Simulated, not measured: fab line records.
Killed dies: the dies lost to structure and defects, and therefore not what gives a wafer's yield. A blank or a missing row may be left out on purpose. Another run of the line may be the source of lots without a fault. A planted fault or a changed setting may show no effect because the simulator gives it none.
Matching of chambers    flow nand harc    3 sister chambers for NHARC_A_STAIRCASE_DEP_417 on pecvd-03
The step deposits Si3N4, target thk 60 nm. 14 wafers are shown with their chamber, then 7 later ones without.

WAFERS WITH THEIR CHAMBER
wafer   chamber  rf fwd power W (W)  heater power w (W)
L077.2  1        447.9               614
L077.3  2        447.5               609
L077.5  1        448.3               625
L084.1  0        446.7               648
L084.4  1        449.3               670
L084.5  0        448.4               634
L083.2  2        449.0               674
L083.5  0        451.0               735
L083.6  1        450.3               713
L085.2  0        448.3               738
L085.3  1        448.9               659
L085.6  1        447.9               632
L086.3  1        448.6               697
L086.4  2        447.0               775

SIGNATURES (averages over the wafers above)
reading         chamber 0  chamber 1  chamber 2  scatter within a chamber
rf fwd power W  448.600    448.743    447.833    1.21
heater power w  688.75     658.57     686.00     53.6
Rule: a wafer lies at a distance from a chamber equal to the root of the sum of squares, over the readings, of (its reading less the chamber's mean, divided by the reading's scatter). The wafer belongs to the nearest chamber; if the next one is less than 2 further off, it can't be placed. The scatter is the square root of a quotient: the sum, over the shown wafers, of each reading's squared deviation from its chamber's mean, divided by wafers minus chambers.

WAFERS MISSING THEIR CHAMBER
wafer   rf fwd power W (W)  heater power w (W)
L086.5  450.0               747
L091.2  450.5               692
L091.3  448.7               651
L091.4  447.7               632
L097.2  449.2               706
L097.3  451.2               716
L097.5  445.3               718

WHICH CHAMBER EACH WENT THROUGH
wafer   from the rows above           in truth
L086.5  can't be placed: 0 or 1 or 2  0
L091.2  can't be placed: 0 or 1 or 2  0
L091.3  can't be placed: 1 or 0 or 2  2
L091.4  can't be placed: 1 or 2 or 0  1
L097.2  can't be placed: 0 or 1 or 2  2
L097.3  can't be placed: 0 or 1 or 2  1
L097.5  can't be placed: 2 or 0 or 1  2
Placed correctly: 0 of 7. These rows do not allow placing 7 (true chamber among the candidates in 7). Wrongly placed: 0.
